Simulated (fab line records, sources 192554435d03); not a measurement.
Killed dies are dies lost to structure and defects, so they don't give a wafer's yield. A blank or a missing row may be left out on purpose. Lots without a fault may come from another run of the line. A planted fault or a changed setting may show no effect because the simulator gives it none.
Which tool did it? | flow n5_finfet | 11 lots, 28 wafers sampled, at 4 steps of a route of 1938

WHAT THE GAUGES READ, wafer by wafer
N5_BEOL_M4_RC_MEAS_101.
lot  | measured     | on        | EOT_P
L164 | day 7 18:09  | prober-01 | 10.34 10.50
L165 | day 8 10:25  | prober-02 | 10.55 10.47 10.32
L170 | day 9 06:28  | prober-01 | 10.51 10.37 10.42
L173 | day 10 18:18 | prober-01 | 10.43 10.54
L178 | day 12 04:50 | prober-01 | 11.79 11.99 12.02
L179 | day 12 21:02 | prober-02 | 11.90 12.02 11.90
L180 | day 12 19:57 | prober-02 | 11.87 11.92 11.95
L184 | day 14 06:56 | prober-02 | 10.37 10.34
L185 | day 13 18:13 | prober-02 | 10.46 10.51
L186 | day 14 13:26 | prober-01 | 10.33 10.25 10.61
L187 | day 14 01:16 | prober-02 | 10.43 10.53

WHICH TOOL RAN EACH LOT (tool, then ch and the chambers of the sampled wafers, then the start)
lot  | N5_SDB_DESCUM_16                  | N5_HKMG_FIN_ETCH_58               | N5_HKMG_FIN_CVD_62
L164 | rie_diel-06 ch 1,2, day 3 18:29   | rie_diel-06 ch 1, day 4 00:28     | thermal_cvd_si-01 ch 0,2, day 4 01:57
L165 | rie_diel-05 ch 0,2,3, day 4 01:43 | rie_diel-06 ch 1,3, day 4 10:37   | thermal_cvd_si-02 ch 0,1,2, day 4 12:02
L170 | rie_diel-04 ch 1,2,3, day 5 06:32 | rie_diel-05 ch 0,1,3, day 5 12:22 | thermal_cvd_si-01 ch 0,2, day 5 13:48
L173 | rie_diel-04 ch 0,1, day 5 23:35   | rie_diel-06 ch 1,2, day 6 05:59   | thermal_cvd_si-02 ch 0,2, day 6 07:18
L178 | rie_diel-04 ch 0,1,2, day 7 07:03 | rie_diel-05 ch 0,2,3, day 7 13:12 | thermal_cvd_si-01 ch 0,1,2, day 7 14:43
L179 | rie_diel-06 ch 0,3, day 7 14:06   | rie_diel-05 ch 0,2,3, day 7 20:51 | thermal_cvd_si-02 ch 0,1,2, day 7 22:16
L180 | rie_diel-04 ch 1,2,3, day 7 16:32 | rie_diel-04 ch 0,1,3, day 7 23:25 | thermal_cvd_si-01 ch 0,1, day 8 00:53
L184 | rie_diel-06 ch 2,3, day 8 16:18   | rie_diel-04 ch 0,3, day 8 22:25   | thermal_cvd_si-01 ch 1,2, day 8 23:50
L185 | rie_diel-04 ch 0,1, day 8 21:15   | rie_diel-04 ch 1,2, day 9 04:48   | thermal_cvd_si-02 ch 2, day 9 06:17
L186 | rie_diel-06 ch 0,1,2, day 9 10:38 | rie_diel-04 ch 1,2,3, day 9 16:38 | thermal_cvd_si-01 ch 0,1,2, day 9 17:55
L187 | rie_diel-06 ch 1,2, day 9 13:40   | rie_diel-05 ch 2,3, day 9 20:13   | thermal_cvd_si-02 ch 1,2, day 9 21:38
- N5_SDB_DESCUM_16: chemistry O2, time 7.9 s.
- N5_HKMG_FIN_ETCH_58: etches SOC in N2/H2, target depth 215.8 nm, time 741 s.
- N5_HKMG_FIN_CVD_62: deposits a-Si from Si2H6, target thk 3 nm, time 20.8 s.

THE ANSWER, worked out from the rows above alone
Rule: what is usual is taken from the lots themselves. Put in order of their means at a reading, lots are off if they are a third of the lots or fewer, leave a main group of 4 or more, and stand apart from it by a gap of 3 or more times the standard deviation of the main group's means; of several such gaps the widest counts. A main group whose means are all the same, to the digits that the tables above print for the reading, isn't used. A lot without any number at a reading at which 4 lots or more have one is off too. The other lots that the step has rows for count as sound.
Off: L178, L179, L180, at N5_BEOL_M4_RC_MEAS_101 (EOT_P). The main group: mean 10.44, standard deviation 0.044.
A tool fits if, at a process step before that reading, it ran every lot that is off, and no sound lot after the first of them. The gauges at N5_BEOL_M4_RC_MEAS_101 are tried like those tools. None of those tried fits.

WHAT THE SIMULATOR HAD PUT IN
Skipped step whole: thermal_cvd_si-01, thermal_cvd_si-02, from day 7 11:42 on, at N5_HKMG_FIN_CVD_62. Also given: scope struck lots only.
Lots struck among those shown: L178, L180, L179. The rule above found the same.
